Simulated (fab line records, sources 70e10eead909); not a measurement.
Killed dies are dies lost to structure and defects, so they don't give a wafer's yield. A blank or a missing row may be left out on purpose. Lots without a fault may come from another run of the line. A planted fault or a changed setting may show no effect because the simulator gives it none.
Chamber matching | flow nand_harc | NHARC_A_BONDPAD_DEP_00 on pecvd-01: 3 sister chambers
The step deposits SiCN, target thk 250 nm. 6 wafers are shown with their chamber, then 8 later ones without.

WAFERS WITH THEIR CHAMBER
wafer  | chamber | showerhead_vpp_V (V) | heater_power_w (W)
L529.6 | 2       | 1378                 | 593
L532.4 | 2       | 1389                 | 580
L535.2 | 1       | 1280                 | 753
L535.4 | 0       | 1338                 | 661
L535.5 | 1       | 1294                 | 734
L534.2 | 0       | 1328                 | 657

WAFERS WITHOUT THEIR CHAMBER
wafer  | showerhead_vpp_V (V) | heater_power_w (W)
L534.3 | 1380                 | 570
L534.5 | 1341                 | 650
L533.1 | 1379                 | 491
L533.2 | 1295                 | 596
L533.3 | 1321                 | 618
L544.2 | 1319                 | 606
L544.4 | 1317                 | 619
L544.5 | 1361                 | 585

WHICH CHAMBER EACH WENT THROUGH
wafer  | from the rows above | in truth
L534.3 | 2                   | 2
L534.5 | 0                   | 0
L533.1 | 2                   | 2
L533.2 | 0                   | 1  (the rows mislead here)
L533.3 | 0                   | 0
L544.2 | 0                   | 0
L544.4 | 0                   | 0
L544.5 | 2                   | 2
Placed correctly: 7 of 8. Can't be placed from these rows: 0. Placed wrongly: 1.
How it was worked out, from the rows above alone: a wafer's distance from a chamber is the root of the sum, over the readings, of the square of ((its reading less the chamber's mean) divided by the reading's scatter). The wafer belongs to the nearest chamber; if the next one is less than 2 further off, it can't be placed. A chamber's mean is the mean of its shown wafers. The scatter: the root of (the sum of the squares of (reading less its chamber's mean) over the shown wafers, divided by (wafers less chambers)).
